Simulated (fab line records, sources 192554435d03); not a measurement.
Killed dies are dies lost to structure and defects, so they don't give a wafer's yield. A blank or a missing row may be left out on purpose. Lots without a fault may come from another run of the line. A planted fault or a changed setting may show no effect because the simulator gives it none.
fab line records | flow n5_finfet
record lots=24 wafers=72 last_day=17
route steps=1938 shown BEOL_M3@947
lots that met no fault: from a run of the same line without faults
start_h: hours from the record's first day to the start of the lot's first wafer shown | wait_h: hours since the lot's step before | " the same as in the row above | L1.1+2: a row that stands for several wafers | - no value, or no start given | * or withheld: withheld | < > ~ a bound
route shown NAME@n: a module of which the file shows steps, and the number in the route of the first | usual: mean/standard deviation of fault-free wafers | same: alike in all rows | chamber/n: place in a boat | sites: the reading at each site | _std_site: their standard deviation | _edge_site: outer sites' mean less inner sites' | radius_mm: how far each site lies from the wafer's centre | mask NAME#n: copy n | behind: the tool/chamber that last shaped the wafer | hold: why the lot was held/for how many hours/how that ended | device: the transistor (n, p or np) that didn't switch | end of line: the same wafers' tests at the end of the route | a step without rows: its recipe alone | killed: dies lost to structure and defects at the first sort, not the wafer's yield | map: a wafer's dies, x killed, . not, _ none there
set.NAME: the setting as run; set.NAME@STEP: as run at that earlier step | model.NAME: the simulator's own value behind a step, which no gauge read
steps of the route over a sample of lots; a table a step, a row a wafer
services: from which hour (start_h, from the record's first day; less than 0 if before it) a tool's chamber was out of use, for how many hours, and why
## steps
# step N5_BEOL_M3_DESCUM_16
# recipe chemistry=O2 time_s=7 source_power_w=50 bias_power_w=20 pressure_mtorr=20 rf_frequency_hz=2.712e+07 temp_c=40 resist=CAR-EUV o2_flow_sccm=225
# usual drypump_motor_current_A=5.4/0.4 oes_product_au=0.79/0.092 rf_vpp_V=243.5/1.3 showerhead_plenum_p_Torr=2.11/0.065 throttle_valve_pct=20.38/0.21
# columns lot.wafer tool chamber start_h wait_h drypump_motor_current_A oes_product_au rf_hours_counter_h rf_vpp_V showerhead_plenum_p_Torr throttle_valve_pct
L074.1 rie_diel-03 3 144.84 0.0 5.1 0.85 80 243.3 2.11 20.26
L074.5 " 0 " " 5.3 0.71 - 243.4 2.17 20.41
L074.6 " 1 " " 5.2 0.72 - 246.0 2.16 20.37
L075.1 rie_diel-03 2 150.91 0.0 4.8 0.69 247 242.0 2.06 20.25
L075.2 " 0 " " 5.3 0.71 181 245.6 2.17 20.42
L075.4 " 3 " " 5.1 0.84 82 242.1 2.11 20.28
L076.4 rie_diel-05 1 159.64 0.0 5.6 0.70 243 241.5 1.97 20.76
L076.5 " 2 " " 6.0 0.70 - 242.5 2.06 20.72
L076.6 " 1 " " 5.6 0.70 - 240.5 1.97 20.76
L077.1 rie_diel-05 1 160.77 0.0 5.6 0.69 243 241.0 1.97 20.78
L077.2 " 2 " " 6.0 0.69 232 242.5 2.06 20.72
L077.6 " 2 " " 6.0 0.70 - 241.9 2.06 20.72
L078.1 rie_diel-03 3 161.25 0.2 5.1 0.85 85 242.2 2.11 20.26
L078.4 " 3 " " 5.1 0.85 - 244.2 2.11 20.27
L078.6 " 1 " " 5.2 0.73 - 245.4 2.16 20.37
L079.4 rie_diel-05 2 178.88 0.1 6.0 0.69 236 242.5 2.06 20.72
L079.5 " 0 " " 5.3 0.77 - 244.2 2.08 20.15
L079.6 " 3 " " 5.4 0.73 - 244.8 2.18 20.40
L080.1 rie_diel-03 2 185.65 0.0 4.8 0.97 2 243.6 2.06 19.89
L080.3 " 1 " " 5.2 0.70 204 244.9 2.16 20.38
L080.4 " 0 " " 5.3 0.71 193 245.1 2.16 20.42
L082.2 rie_diel-03 1 189.27 0.2 5.2 0.70 205 243.4 2.15 20.38
L082.3 " 0 " " 5.3 0.71 195 244.2 2.16 20.44
L082.6 " 2 " " 4.8 0.96 - 242.6 2.06 19.89
L081.2 rie_diel-05 0 194.11 0.4 5.3 0.76 162 243.7 2.08 20.12
L081.4 " 2 " " 6.0 0.70 - 242.9 2.06 20.73
L081.6 " 0 " " 5.3 0.76 - 242.6 2.08 20.14
L083.1 rie_diel-05 0 194.45 0.0 5.3 0.76 162 244.3 2.08 20.13
L083.2 " 2 " " 6.0 0.70 242 241.9 2.06 20.75
L083.6 " 2 " " 6.0 0.69 - 241.8 2.06 20.73
L084.1 rie_diel-03 2 200.92 0.0 4.8 0.94 6 242.7 2.06 19.91
L084.2 " 0 " " 5.4 0.70 197 244.2 2.16 20.45
L084.4 " 3 " " 5.1 0.82 98 244.3 2.11 20.29
L085.1 rie_diel-03 1 210.37 0.0 5.2 0.70 211 245.1 2.15 20.41
L085.2 " 0 " " 5.3 0.70 200 243.0 2.16 20.44
L085.4 " 1 " " 5.1 0.69 - 243.3 2.15 20.40
L086.1 rie_diel-05 0 220.82 0.4 5.3 0.75 170 244.7 2.08 20.14
L086.3 " 1 " " 5.6 0.95 5 245.0 2.23 20.42
L086.4 " 0 " " 5.3 0.75 - 241.6 2.08 20.15
L087.3 rie_diel-05 1 221.98 0.5 5.6 0.95 5 247.5 2.23 20.43
L087.5 " 1 " " 5.6 0.94 - 245.5 2.23 20.43
L087.6 " 0 " " 5.3 0.75 - 243.0 2.08 20.14
L088.1 rie_diel-06 2 222.21 0.6 5.7 0.73 152 242.5 2.01 20.82
L088.2 " 0 " " 5.5 0.75 164 241.3 2.00 20.68
L088.3 " 1 " " 5.3 0.85 73 242.7 2.12 20.50
L089.1 rie_diel-05 2 244.16 0.3 6.0 0.99 3 241.1 2.05 20.40
L089.4 " 1 " " 5.6 0.93 - 244.3 2.22 20.45
L089.6 " 2 " " 6.0 0.99 - 243.6 2.05 20.39
L090.1 rie_diel-05 1 248.57 0.0 5.6 0.91 15 245.4 2.22 20.43
L090.2 " 2 " " 6.0 0.98 5 241.8 2.05 20.40
L090.5 " 1 " " 5.6 0.91 - 243.8 2.22 20.45
L091.3 rie_diel-06 0 249.27 0.1 5.5 0.74 172 241.8 2.00 20.70
L091.4 " 2 " " 5.7 0.73 162 239.9 2.00 20.83
L091.6 " 2 " " 5.7 0.73 - 240.8 2.00 20.82
L093.1 rie_diel-05 1 250.32 0.0 5.6 0.92 16 244.7 2.22 20.44
L093.4 " 0 " " 5.3 0.75 181 243.9 2.07 20.18
L093.6 " 0 " " 5.3 0.75 - 242.7 2.07 20.18
L092.1 rie_diel-05 0 254.59 0.0 5.3 0.74 183 243.3 2.07 20.19
L092.3 " 2 " " 6.0 0.96 7 242.5 2.05 20.41
L092.6 " 1 " " 5.6 0.91 - 244.3 2.22 20.45
L094.1 rie_diel-03 1 260.34 0.0 5.1 0.68 229 243.1 2.15 20.42
L094.2 " 2 " " 4.8 0.89 21 242.4 2.05 19.92
L094.3 " 0 " " 5.3 0.68 219 244.6 2.16 20.47
L095.2 rie_diel-06 2 268.90 0.0 5.7 0.73 169 240.3 2.00 20.85
L095.3 " 1 " " 5.3 0.84 89 242.8 2.12 20.52
L095.6 " 0 " " 5.5 0.74 - 241.8 2.00 20.72
L097.3 rie_diel-03 2 281.86 0.0 4.8 0.88 28 242.2 2.05 19.94
L097.4 " 1 " " 5.2 0.68 234 243.7 2.14 20.43
L097.6 " 0 " " 5.3 0.68 - 245.8 2.15 20.46
L096.1 rie_diel-05 0 282.13 0.2 5.3 0.74 190 241.9 2.07 20.17
L096.3 " 1 " " 5.6 0.89 24 244.4 2.22 20.45
L096.5 " 3 " " 5.4 0.72 - 243.5 2.17 20.45
# step N5_BEOL_M3_ETCH_63
# recipe chemistry=CF4 target=SiARC target_depth_a=156 mask_material=CAR-EUV time_s=26 ion_energy_ev=80 pressure_mtorr=40 source_w=545 bias_w=36 Ar_flow_sccm=100 cf4_flow_sccm=100 ends=cleared
# usual cf4_flow_sccm=100.0/0.3 drypump_motor_current_A=5.4/0.4 etch_rf_on_time_s=26.2/0.44 mfc_ar_sccm=100.00/0.3 oes_product_au=0.67/0.079 rf_vpp_V=184.3/1.1 showerhead_plenum_p_Torr=2.17/0.062 throttle_valve_pct=15.60/0.21
# columns lot.wafer tool chamber start_h wait_h cf4_flow_sccm drypump_motor_current_A etch_rf_on_time_s mfc_ar_sccm oes_product_au rf_hours_counter_h rf_vpp_V showerhead_plenum_p_Torr throttle_valve_pct
L074.1 rie_diel-03 3 144.89 0.0 100.2 5.1 26.1 100.10 0.73 80 182.9 2.17 15.46
L074.5 " 0 " " 100.4 5.3 26.2 99.43 0.62 - 184.7 2.21 15.61
L074.6 " 1 " " 99.8 5.1 26.8 99.74 0.61 - 184.4 2.22 15.68
L075.1 rie_diel-03 2 150.96 0.0 99.8 4.8 26.5 99.91 0.59 247 181.6 2.11 15.55
L075.2 " 0 " " 100.3 5.3 26.4 100.15 0.61 181 185.0 2.21 15.60
L075.4 " 3 " " 100.2 5.1 26.1 100.07 0.72 82 184.1 2.17 15.47
L076.4 rie_diel-05 1 159.69 0.0 100.5 5.6 26.0 99.94 0.60 243 184.1 2.03 16.02
L076.5 " 2 " " 99.9 6.0 26.5 100.11 0.59 - 182.3 2.12 15.93
L076.6 " 1 " " 99.9 5.6 25.8 99.73 0.60 - 183.5 2.03 16.02
L077.1 rie_diel-05 1 160.82 0.0 100.4 5.6 25.7 100.13 0.60 243 181.7 2.03 16.03
L077.2 " 2 " " 100.4 6.0 26.6 100.29 0.58 232 184.3 2.12 15.94
L077.6 " 2 " " 100.0 6.0 26.7 100.13 0.58 - 184.0 2.12 15.93
L078.1 rie_diel-03 3 161.30 0.0 100.4 5.1 25.7 99.87 0.72 85 183.9 2.17 15.47
L078.4 " 3 " " 99.8 5.1 26.0 99.94 0.72 - 184.5 2.17 15.48
L078.6 " 1 " " 100.0 5.2 26.7 99.92 0.61 - 186.7 2.22 15.69
L079.4 rie_diel-05 2 178.93 0.0 100.2 6.0 26.0 99.58 0.59 236 183.2 2.11 15.94
L079.5 " 0 " " 99.9 5.3 25.9 100.24 0.65 - 183.5 2.14 15.44
L079.6 " 3 " " 99.8 5.4 26.2 100.35 0.64 - 185.5 2.23 15.63
L080.1 rie_diel-03 2 185.70 0.0 99.7 4.8 26.1 100.04 0.82 2 184.4 2.11 15.05
L080.3 " 1 " " 99.7 5.2 26.8 99.53 0.60 204 185.6 2.21 15.70
L080.4 " 0 " " 99.9 5.3 26.3 99.97 0.60 193 184.3 2.21 15.64
L082.2 rie_diel-03 1 189.33 0.0 100.2 5.2 26.7 100.63 0.61 205 184.7 2.21 15.67
L082.3 " 0 " " 99.6 5.3 26.2 99.89 0.60 195 184.6 2.21 15.63
L082.6 " 2 " " 100.3 4.8 26.0 99.97 0.82 - 184.2 2.11 15.07
L081.2 rie_diel-05 0 194.16 0.0 99.5 5.3 26.1 99.98 0.65 162 183.7 2.14 15.45
L081.4 " 2 " " 100.0 6.0 26.2 99.90 0.59 - 184.8 2.11 15.95
L081.6 " 0 " " 99.6 5.3 26.1 99.88 0.65 - 184.6 2.14 15.44
L083.1 rie_diel-05 0 194.50 0.0 100.4 5.3 26.1 100.40 0.65 162 184.9 2.14 15.44
L083.2 " 2 " " 99.9 6.0 26.5 100.14 0.58 242 184.9 2.11 15.95
L083.6 " 2 " " 100.2 6.0 26.5 99.95 0.59 - 184.8 2.11 15.95
L084.1 rie_diel-03 2 200.97 0.0 99.9 4.8 26.3 99.84 0.81 6 185.0 2.11 15.07
L084.2 " 0 " " 100.5 5.4 26.4 100.31 0.60 197 185.5 2.21 15.64
L084.4 " 3 " " 100.4 5.1 25.8 99.89 0.71 98 184.0 2.16 15.49
L085.1 rie_diel-03 1 210.42 0.0 99.8 5.1 27.4 99.54 0.59 211 184.1 2.21 15.70
L085.2 " 0 " " 100.2 5.3 26.5 100.07 0.59 200 185.4 2.21 15.63
L085.4 " 1 " " 100.2 5.1 27.3 99.96 0.59 - 184.1 2.21 15.72
L086.1 rie_diel-05 0 220.87 0.0 100.3 5.3 26.1 99.93 0.64 170 183.3 2.14 15.46
L086.3 " 1 " " 99.6 5.6 25.2 99.94 0.82 5 185.8 2.28 15.56
L086.4 " 0 " " 100.7 5.3 25.9 99.77 0.64 - 183.7 2.14 15.46
L087.3 rie_diel-05 1 222.03 0.0 99.8 5.6 25.4 99.82 0.81 5 184.6 2.28 15.55
L087.5 " 1 " " 100.1 5.6 25.3 100.10 0.81 - 186.2 2.28 15.56
L087.6 " 0 " " 99.6 5.3 26.2 100.12 0.65 - 184.2 2.14 15.46
L088.1 rie_diel-06 2 222.26 0.0 99.7 5.7 26.2 100.58 0.63 152 182.6 2.06 16.00
L088.2 " 0 " " 100.0 5.5 25.6 100.33 0.64 164 183.4 2.06 15.83
L088.3 " 1 " " 100.1 5.3 25.7 99.59 0.73 73 184.5 2.18 15.67
L089.1 rie_diel-05 2 244.21 0.0 99.8 6.0 26.2 99.75 0.83 3 184.2 2.11 15.49
L089.4 " 1 " " 100.3 5.6 25.3 99.94 0.79 - 184.7 2.27 15.57
L089.6 " 2 " " 99.9 6.0 26.0 99.93 0.83 - 183.7 2.11 15.47
L090.1 rie_diel-05 1 248.62 0.0 100.3 5.6 25.1 100.48 0.79 15 183.6 2.27 15.57
L090.2 " 2 " " 100.0 6.0 25.8 100.50 0.83 5 185.2 2.11 15.50
L090.5 " 1 " " 100.1 5.6 25.1 100.36 0.78 - 185.2 2.27 15.59
L091.3 rie_diel-06 0 249.32 0.0 100.1 5.5 25.8 99.96 0.64 172 183.4 2.05 15.87
L091.4 " 2 " " 100.0 5.7 26.6 100.41 0.62 162 182.0 2.06 16.02
L091.6 " 2 " " 99.8 5.7 26.7 100.31 0.62 - 182.6 2.06 16.02
L093.1 rie_diel-05 1 250.37 0.0 100.1 5.6 25.4 99.82 0.78 16 185.3 2.27 15.58
L093.4 " 0 " " 99.9 5.3 26.1 100.11 0.64 181 184.1 2.14 15.47
L093.6 " 0 " " 99.8 5.3 26.4 99.92 0.63 - 183.5 2.14 15.48
L092.1 rie_diel-05 0 254.64 0.0 100.0 5.3 26.4 100.09 0.63 183 183.2 2.13 15.48
L092.3 " 2 " " 100.0 6.0 26.1 99.99 0.82 7 184.2 2.11 15.49
L092.6 " 1 " " 99.6 5.6 25.6 99.86 0.78 - 186.8 2.27 15.58
L094.1 rie_diel-03 1 260.40 0.0 99.7 5.2 27.1 99.63 0.59 229 184.5 2.20 15.75
L094.2 " 2 " " 100.0 4.8 26.4 100.34 0.76 21 183.1 2.10 15.09
L094.3 " 0 " " 99.6 5.3 26.7 99.76 0.58 219 182.9 2.20 15.70
L095.2 rie_diel-06 2 268.95 0.0 100.0 5.7 26.7 100.26 0.61 169 183.4 2.06 16.03
L095.3 " 1 " " 100.3 5.3 25.9 99.31 0.71 89 185.0 2.17 15.69
L095.6 " 0 " " 100.2 5.5 26.0 99.75 0.63 - 183.2 2.05 15.87
L097.3 rie_diel-03 2 281.91 0.0 100.6 4.8 26.3 99.98 0.76 28 184.1 2.10 15.12
L097.4 " 1 " " 100.3 5.2 27.3 99.86 0.58 234 185.9 2.20 15.76
L097.6 " 0 " " 99.8 5.4 26.6 100.78 0.58 - 184.5 2.20 15.70
L096.1 rie_diel-05 0 282.18 0.0 99.6 5.3 26.2 100.14 0.63 190 185.5 2.13 15.51
L096.3 " 1 " " 100.0 5.6 25.4 99.95 0.76 24 185.0 2.27 15.60
L096.5 " 3 " " 100.7 5.4 26.2 99.47 0.61 - 184.9 2.22 15.68
# step N5_BEOL_M3_DESCUM_33
# recipe chemistry=O2 time_s=7 source_power_w=50 bias_power_w=20 pressure_mtorr=20 rf_frequency_hz=2.712e+07 temp_c=40 resist=CAR-EUV o2_flow_sccm=225
# usual drypump_motor_current_A=5.6/0.5 oes_product_au=0.78/0.08 rf_vpp_V=243.3/1.4 showerhead_plenum_p_Torr=2.10/0.067 throttle_valve_pct=20.43/0.25
# columns lot.wafer tool chamber start_h wait_h drypump_motor_current_A oes_product_au rf_hours_counter_h rf_vpp_V showerhead_plenum_p_Torr throttle_valve_pct
L074.1 rie_diel-06 2 145.94 0.0 5.7 0.76 127 241.5 2.01 20.78
L074.5 " 1 " " 5.4 0.89 - 244.4 2.13 20.46
L074.6 " 2 " " 5.7 0.76 - 241.2 2.01 20.78
L075.1 rie_diel-03 3 151.78 0.0 5.1 0.85 82 245.2 2.11 20.26
L075.2 " 0 " " 5.3 0.72 181 242.3 2.17 20.41
L075.4 " 2 " " 4.8 0.70 247 241.8 2.06 20.25
L076.4 rie_diel-06 3 160.57 0.0 6.8 0.91 29 241.9 2.13 20.14
L076.5 " 1 " " 5.4 0.88 - 244.6 2.13 20.46
L076.6 " 0 " " 5.4 0.77 - 242.3 2.01 20.65
L077.1 rie_diel-05 1 161.73 0.0 5.6 0.70 243 239.2 1.97 20.75
L077.2 " 0 " " 5.3 0.76 152 242.5 2.08 20.11
L077.6 " 2 " " 6.0 0.70 - 242.9 2.06 20.71
L078.1 rie_diel-05 2 162.26 0.0 6.0 0.70 232 244.6 2.06 20.72
L078.4 " 0 " " 5.3 0.77 152 242.0 2.08 20.12
L078.6 " 0 " " 5.3 0.78 - 244.1 2.08 20.13
L079.4 rie_diel-03 3 179.90 0.0 5.1 0.84 93 243.3 2.11 20.26
L079.5 " 0 " " 5.3 0.71 - 245.7 2.17 20.44
L079.6 " 1 " " 5.2 0.71 - 243.9 2.16 20.39
L080.1 rie_diel-06 3 186.71 0.2 6.7 0.88 38 244.8 2.13 20.14
L080.3 " 2 " " 5.7 0.75 140 241.0 2.01 20.80
L080.4 " 1 " " 5.3 0.87 63 241.4 2.12 20.47
L082.2 rie_diel-03 1 190.44 0.0 5.2 0.70 205 245.3 2.15 20.40
L082.3 " 0 " " 5.3 0.70 195 244.8 2.16 20.44
L082.6 " 1 " " 5.1 0.71 - 245.1 2.16 20.37
L081.2 rie_diel-06 0 195.30 0.4 5.5 0.76 155 243.3 2.01 20.67
L081.4 " 1 " " 5.4 0.87 65 243.9 2.12 20.50
L081.6 " 3 " " 6.8 0.88 - 244.8 2.13 20.15
L083.1 rie_diel-05 3 195.35 0.1 5.4 0.74 176 245.9 2.18 20.41
L083.2 " 0 " " 5.3 0.76 162 241.9 2.08 20.14
L083.6 " 3 " " 5.4 0.74 - 242.7 2.18 20.42
L084.1 rie_diel-05 3 201.85 0.0 5.4 0.74 178 245.3 2.18 20.40
L084.2 " 0 " " 5.3 0.76 164 244.1 2.08 20.14
L084.4 " 2 " " 6.0 0.68 - 241.8 2.06 20.74
L085.1 rie_diel-05 2 211.44 0.0 6.0 0.68 248 241.5 2.06 20.76
L085.2 " 0 " " 5.3 0.76 167 243.0 2.08 20.13
L085.4 " 1 " " 5.6 0.96 2 245.1 2.23 20.42
L086.1 rie_diel-05 1 222.33 0.6 5.6 0.94 6 245.0 2.23 20.44
L086.3 " 0 " " 5.3 0.75 171 243.7 2.08 20.14
L086.4 " 0 " " 5.3 0.75 - 243.3 2.08 20.14
L087.3 rie_diel-03 2 223.07 0.0 4.8 0.93 9 242.6 2.05 19.90
L087.5 " 0 " " 5.4 0.69 - 244.8 2.16 20.46
L087.6 " 1 " " 5.2 0.69 - 244.6 2.15 20.42
L088.1 rie_diel-05 0 223.33 0.1 5.3 0.75 172 242.4 2.08 20.15
L088.2 " 3 " " 5.4 0.73 186 244.1 2.18 20.42
L088.3 " 1 " " 5.6 0.94 6 246.1 2.23 20.42
L089.1 rie_diel-03 3 245.19 0.1 5.1 0.82 105 242.8 2.10 20.31
L089.4 " 1 " " 5.2 0.68 225 243.4 2.15 20.41
L089.6 " 0 " " 5.3 0.69 - 243.8 2.16 20.48
L090.1 rie_diel-06 0 249.49 0.0 5.5 0.74 172 242.5 2.00 20.68
L090.2 " 1 " " 5.3 0.84 82 242.6 2.12 20.53
L090.5 " 2 " " 5.7 0.72 - 242.1 2.00 20.84
L091.3 rie_diel-06 0 250.14 0.0 5.5 0.75 172 241.7 2.00 20.69
L091.4 " 3 " " 6.7 0.85 61 244.6 2.12 20.17
L091.6 " 0 " " 5.5 0.74 - 242.1 2.00 20.69
L093.1 rie_diel-03 0 251.32 0.0 5.3 0.69 216 243.7 2.16 20.48
L093.4 " 3 " " 5.1 0.82 107 244.5 2.10 20.31
L093.6 " 0 " " 5.3 0.68 - 245.5 2.16 20.47
L092.1 rie_diel-06 3 255.73 0.3 6.8 0.84 63 243.0 2.12 20.19
L092.3 " 1 " " 5.3 0.84 84 243.9 2.12 20.52
L092.6 " 3 " " 6.8 0.85 - 243.7 2.12 20.19
L094.1 rie_diel-06 1 261.22 0.0 5.3 0.84 86 244.4 2.12 20.53
L094.2 " 3 " " 6.8 0.85 65 245.0 2.12 20.19
L094.3 " 2 " " 5.7 0.73 166 241.8 2.00 20.85
L095.2 rie_diel-06 0 269.80 0.0 5.5 0.73 179 241.0 2.00 20.70
L095.3 " 3 " " 6.8 0.84 68 244.4 2.12 20.19
L095.6 " 0 " " 5.5 0.74 - 241.0 2.00 20.70
L097.3 rie_diel-05 1 283.30 0.5 5.6 0.90 25 244.8 2.22 20.46
L097.4 " 2 " " 6.0 0.93 15 243.0 2.05 20.42
L097.6 " 1 " " 5.6 0.89 - 245.8 2.22 20.45
L096.1 rie_diel-06 2 283.41 0.4 5.7 0.72 173 241.1 2.00 20.86
L096.3 " 1 " " 5.3 0.84 93 243.9 2.11 20.54
L096.5 " 2 " " 5.7 0.71 - 241.9 2.00 20.84
# step N5_BEOL_M3_DEGAS_44
# recipe ambient=vacuum temp_c=250 time_s=60
# usual heater_power_w=315/18
# columns lot.wafer tool chamber start_h wait_h heater_power_w
L074.1 pvd_sputter-02 - 150.41 0.4 337
L074.5 " - " " 331
L074.6 " - " " 297
L075.1 pvd_sputter-03 - 164.23 0.4 310
L075.2 " - " " 311
L075.4 " - " " 338
L076.4 pvd_sputter-02 - 165.27 0.1 335
L076.5 " - " " 301
L076.6 " - " " 322
L077.1 pvd_sputter-03 - 165.35 0.1 300
L077.2 " - " " 315
L077.6 " - " " 336
L078.1 pvd_sputter-03 - 174.57 0.1 312
L078.4 " - " " 343
L078.6 " - " " 340
L079.4 pvd_sputter-03 - 182.00 0.1 305
L079.5 " - " " 316
L079.6 " - " " 310
L080.1 pvd_sputter-01 - 191.55 0.3 303
L080.3 " - " " 325
L080.4 " - " " 313
L082.2 pvd_sputter-02 - 196.40 0.1 296
L082.3 " - " " 335
L082.6 " - " " 296
L081.2 pvd_sputter-02 - 196.56 0.2 334
L081.4 " - " " 282
L081.6 " - " " 327
L083.1 pvd_sputter-02 - 201.54 0.2 331
L083.2 " - " " 328
L083.6 " - " " 297
L084.1 pvd_sputter-01 - 204.71 0.3 320
L084.2 " - " " 326
L084.4 " - " " 303
L085.1 pvd_sputter-02 - 215.74 0.4 300
L085.2 " - " " 341
L085.4 " - " " 272
L086.1 pvd_sputter-03 - 229.23 0.6 311
L086.3 " - " " 310
L086.4 " - " " 305
L088.1 pvd_sputter-01 - 231.11 1.0 321
L088.2 " - " " 319
L088.3 " - " " 319
L087.3 pvd_sputter-01 - 231.81 0.3 315
L087.5 " - " " 327
L087.6 " - " " 313
L089.1 pvd_sputter-01 - 247.50 0.3 331
L089.4 " - " " 322
L089.6 " - " " 324
L090.1 pvd_sputter-02 - 256.10 0.3 339
L090.2 " - " " 328
L090.5 " - " " 299
L091.3 pvd_sputter-02 - 256.18 0.3 323
L091.4 " - " " 328
L091.6 " - " " 301
L093.1 pvd_sputter-02 - 260.23 0.5 279
L093.4 " - " " 299
L093.6 " - " " 296
L092.1 pvd_sputter-02 - 260.41 0.3 278
L092.3 " - " " 340
L092.6 " - " " 324
L094.1 pvd_sputter-01 - 268.43 0.4 313
L094.2 " - " " 323
L094.3 " - " " 318
L095.2 pvd_sputter-03 - 272.11 0.6 324
L095.3 " - " " 311
L095.6 " - " " 346
L097.3 pvd_sputter-01 - 287.83 0.2 302
L097.4 " - " " 323
L097.6 " - " " 320
L096.1 pvd_sputter-03 - 287.86 0.2 309
L096.3 " - " " 307
L096.5 " - " " 305
# step N5_BEOL_M3_SPUTTER_96
# recipe material=Cu target_thk_a=45 temp_c=-20 chamber_pressure_pa=0.07 power_w=withheld time_s=8.29
# usual throttle_valve_pct=29.4/0.78
# columns lot.wafer tool chamber start_h wait_h throttle_valve_pct
L074.1 pvd_sputter-02 - 152.79 0.1 29.7
L074.5 " - " " 29.2
L074.6 " - " " 28.9
L075.1 pvd_sputter-02 - 167.09 0.1 28.9
L075.2 " - " " 29.9
L075.4 " - " " 29.0
L076.4 pvd_sputter-01 - 167.73 0.1 31.7
L076.5 " - " " 27.9
L076.6 " - " " 31.7
L077.1 pvd_sputter-02 - 168.93 0.1 28.9
L077.2 " - " " 29.8
L077.6 " - " " 29.5
L078.1 pvd_sputter-02 - 177.78 0.1 29.1
L078.4 " - " " 29.8
L078.6 " - " " 29.5
L079.4 pvd_sputter-01 - 184.31 0.1 29.5
L079.5 " - " " 31.6
L079.6 " - " " 29.4
L080.1 pvd_sputter-03 - 194.09 0.1 30.2
L080.3 " - " " 29.1
L080.4 " - " " 29.3
L082.2 pvd_sputter-02 - 198.84 0.1 28.7
L082.3 " - " " 29.4
L082.6 " - " " 29.5
L081.2 pvd_sputter-02 - 200.78 0.1 29.6
L081.4 " - " " 29.8
L081.6 " - " " 28.7
L083.1 pvd_sputter-02 - 204.32 0.1 29.8
L083.2 " - " " 29.2
L083.6 " - " " 29.6
L084.1 pvd_sputter-03 - 207.26 0.1 30.2
L084.2 " - " " 29.3
L084.4 " - " " 29.2
L085.1 pvd_sputter-03 - 218.34 0.1 29.6
L085.2 " - " " 30.4
L085.4 " - " " 29.3
L086.1 pvd_sputter-03 - 231.63 0.1 30.4
L086.3 " - " " 29.3
L086.4 " - " " 29.1
L088.1 pvd_sputter-03 - 233.63 0.1 29.0
L088.2 " - " " 30.4
L088.3 " - " " 29.4
L087.3 pvd_sputter-01 - 234.23 0.1 31.5
L087.5 " - " " 28.9
L087.6 " - " " 29.3
L089.1 pvd_sputter-01 - 250.00 0.1 29.3
L089.4 " - " " 29.0
L089.6 " - " " 28.6
L090.1 pvd_sputter-02 - 258.81 0.1 29.4
L090.2 " - " " 29.2
L090.5 " - " " 29.1
L091.3 pvd_sputter-01 - 259.68 0.1 31.6
L091.4 " - " " 28.3
L091.6 " - " " 31.8
L093.1 pvd_sputter-02 - 262.71 0.1 29.8
L093.4 " - " " 28.9
L093.6 " - " " 29.8
L092.1 pvd_sputter-03 - 262.93 0.1 30.2
L092.3 " - " " 29.3
L092.6 " - " " 29.5
L094.1 pvd_sputter-03 - 270.93 0.1 29.1
L094.2 " - " " 29.4
L094.3 " - " " 30.5
L095.2 pvd_sputter-03 - 274.71 0.1 29.6
L095.3 " - " " 29.4
L095.6 " - " " 29.4
L097.3 pvd_sputter-02 - 290.32 0.1 29.9
L097.4 " - " " 29.1
L097.6 " - " " 29.1
L096.1 pvd_sputter-01 - 291.96 0.1 31.6
L096.3 " - " " 28.8
L096.5 " - " " 28.3
# step N5_BEOL_M3_THK_MEAS_53
# recipe thk_meas_gauge=xrf reads=Cu_of_BEOL_M3_ECD_50
# usual M3_THK=39.8/1.4
# columns lot.wafer tool chamber start_h wait_h M3_THK[nm]
L074.1 film_metro-01 - 153.58 - 38.6
L074.5 " - " " 39.7
L074.6 " - " " 39.7
L075.1 film_metro-02 - 167.88 - 40.9
L075.2 " - " " 40.3
L075.4 " - " " 41.9
L076.4 film_metro-01 - 168.52 - 40.2
L076.5 " - " " 41.3
L076.6 " - " " 41.1
L077.1 film_metro-01 - 169.72 - 38.7
L077.2 " - " " 39.2
L077.6 " - " " 40.5
L078.1 film_metro-02 - 178.56 - 39.8
L078.4 " - " " 38.3
L078.6 " - " " 40.6
L079.4 film_metro-01 - 185.11 - 41.4
L079.5 " - " " 42.1
L079.6 " - " " 40.8
L080.1 film_metro-01 - 194.97 - 36.1
L080.3 " - " " 38.3
L080.4 " - " " 38.0
L082.2 film_metro-02 - 199.63 - 39.5
L082.3 " - " " 38.4
L082.6 " - " " 40.3
L081.2 film_metro-02 - 201.65 - 41.3
L081.4 " - " " 38.5
L081.6 " - " " 40.7
L083.1 film_metro-02 - 205.11 - 39.4
L083.2 " - " " 42.4
L083.6 " - " " 42.6
L084.1 film_metro-01 - 208.05 - 38.1
L084.2 " - " " 38.1
L084.4 " - " " 41.7
L085.1 film_metro-02 - 219.13 - 40.5
L085.2 " - " " 39.9
L085.4 " - " " 41.1
L086.1 film_metro-02 - 232.68 - 38.4
L086.3 " - " " 40.1
L086.4 " - " " 40.4
L088.1 film_metro-02 - 234.51 - 37.3
L088.2 " - " " 39.2
L088.3 " - " " 40.6
L087.3 film_metro-01 - 235.02 - 42.1
L087.5 " - " " 41.6
L087.6 " - " " 41.8
L089.1 film_metro-02 - 250.80 - 38.6
L089.4 " - " " 41.1
L089.6 " - " " 41.4
L090.1 film_metro-02 - 259.61 - 39.6
L090.2 " - " " 38.3
L090.5 " - " " 41.0
L091.3 film_metro-01 - 260.70 - 38.0
L091.4 " - " " 40.8
L091.6 " - " " 42.0
L093.1 film_metro-02 - 264.50 - 37.3
L093.4 " - " " 39.5
L093.6 " - " " 38.5
L092.1 film_metro-01 - 264.61 - 37.6
L092.3 " - " " 36.4
L092.6 " - " " 39.5
L094.1 film_metro-02 - 272.02 - 39.3
L094.2 " - " " 37.9
L094.3 " - " " 39.2
L095.2 film_metro-01 - 275.68 - 38.3
L095.3 " - " " 39.8
L095.6 " - " " 40.8
L097.3 film_metro-02 - 291.24 - 38.7
L097.4 " - " " 38.9
L097.6 " - " " 40.7
L096.1 film_metro-01 - 293.36 - 39.6
L096.3 " - " " 37.6
L096.5 " - " " 40.6
## services
# columns tool chamber start_h hours kind
rie_diel-06 3 158.92 1.5 repair
rie_diel-03 2 161.17 - clean
rie_diel-03 2 161.17 - consumable_replace:focus_ring
rie_diel-03 2 161.17 17.2 scheduled_down
rie_diel-03 2 161.17 17.2 vent_cycle
rie_diel-05 1 189.36 - clean
rie_diel-05 1 189.36 - consumable_replace:focus_ring
rie_diel-05 1 189.36 - consumable_replace:showerhead
rie_diel-05 1 189.36 17.0 scheduled_down
rie_diel-05 1 189.36 17.0 vent_cycle
rie_diel-03 2 208.36 12.5 repair
rie_diel-03 3 217.87 22.0 repair
rie_diel-05 2 219.60 - clean
rie_diel-05 2 219.60 - consumable_replace:focus_ring
rie_diel-05 2 219.60 16.4 scheduled_down
rie_diel-05 2 219.60 16.4 vent_cycle
rie_diel-05 3 240.96 8.6 repair
rie_diel-05 2 283.44 5.7 repair
rie_diel-03 1 291.24 4.8 repair
## key
fault none
